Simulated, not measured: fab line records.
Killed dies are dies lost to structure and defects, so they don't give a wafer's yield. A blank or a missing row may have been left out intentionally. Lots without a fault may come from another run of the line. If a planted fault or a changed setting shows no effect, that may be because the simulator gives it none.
A struck lot beside a sound one :: flow n5 finfet :: 14 steps out of a route of 1938
Sound: these wafers, L107.1, L107.2, L107.5. The struck wafers were L117.4, L117.5, L117.6. The cause is named last.
Each step with rows lists, per side, the tool, then ch with its chambers, then its first start. Under that, the readings that differ: sound wafers :: struck wafers :: difference of the means :: sigmas: that difference in standard deviations of wafers without a fault.
alike: a reading whose means differ by less than 2 such deviations, as well as words and numbers matching on both sides. not compared: withheld readings; readings where some wafer has no value; bounds like >300 that might hide an equal value; numbers whose values overlap and for which the record gives no deviation.
Wherever a step has rows on one side only, a row that says differs or no value, or a row with sigmas, the two part there. When numbers do not overlap yet have no deviation, they are printed without sigmas and do not part them. Lack of a reading on every wafer of one side parts them only where that side has two or more wafers.

first, 7 steps without rows for these wafers: N5_BEOL_M11_COAT_64 (time 60 s, resist thk 30 nm); N5_BEOL_M11_COAT_22 (resist thk 90 nm); N5_BEOL_M11_EBR_24; N5_BEOL_M11_SOFTBAKE_23 (time 60 s); N5_BEOL_M11_EXPOSE_25 (exposes mask V10); N5_BEOL_M11_PEB_26 (peb time 60 s); N5_BEOL_M11_DEVELOP_27 (develop time 30 s).
N5_BEOL_M11_CD_MEAS_28: target cd 70 nm.
  sound on cd sem-02 ch 0, day 12 05:45; struck on cd sem-03 ch 0, day 14 16:35
  alike: cd nm
N5_BEOL_M11_OVL_MEAS_29:
  sound on overlay-01 ch 0, day 12 05:47; struck on overlay-02 ch 0, day 14 16:37
  alike: V10_OVL
N5_BEOL_M11_INSPECT_30: inspects for defects (brightfield).
  struck on defect inspect-01, day 14 16:38; sound on defect inspect-01, day 12 05:49
  alike: raw defect count
N5_BEOL_M11_DESCUM_33: chemistry O2, time 7.9 s.
  sound on rie diel-04 ch 1,2,3, day 12 05:50; struck on rie diel-04 ch 0,1,2, day 14 16:41
  alike: drypump motor current A, oes product au, rf vpp V, showerhead plenum p Torr, throttle valve pct
  not compared: rf hours counter h
N5_BEOL_M11_ETCH_65: etches SiARC in CF4, target depth 39 nm, time 65 s.
  sound on rie diel-04 ch 1,2,3, day 12 05:53; struck on rie diel-04 ch 0,1,2, day 14 16:44
  alike: drypump motor current A, etch rf on time s, oes product au, rf vpp V, showerhead plenum p Torr, throttle valve pct
  not compared: rf hours counter h
N5_BEOL_M11_ETCH_66: etches SOC in N2/H2, target depth 120 nm, overetch 24 nm, time 180 s.
  sound on rie diel-04 ch 1,2,3, day 12 05:56; struck on rie diel-04 ch 0,1,2, day 14 16:49
reading: run length s (s)
sound: 203.1 202.6 202.7
struck: 236.9 236.5 237.9
difference: +34.3
sigmas: +84

reading: model.SiARC_of_BEOL_M11_COAT_64.thk nm (nm)
sound: 22.8 23 22.2
struck: 20.8 21.8 21.2
difference: -1.4
sigmas: 
  alike: drypump motor current A, oes product au, rf vpp V, showerhead plenum p Torr, throttle valve pct
  not compared: rf hours counter h
then, 1 step without rows for these wafers: N5_BEOL_M11_STRIP_69 (strips in N2/H2).

== WHERE THEY PART ==
Only at N5_BEOL_M11_ETCH_66, as far as this record shows.

WHY: what the simulator had put in
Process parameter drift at N5_BEOL_M11_ETCH_66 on rie diel-04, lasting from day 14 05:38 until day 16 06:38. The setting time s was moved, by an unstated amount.
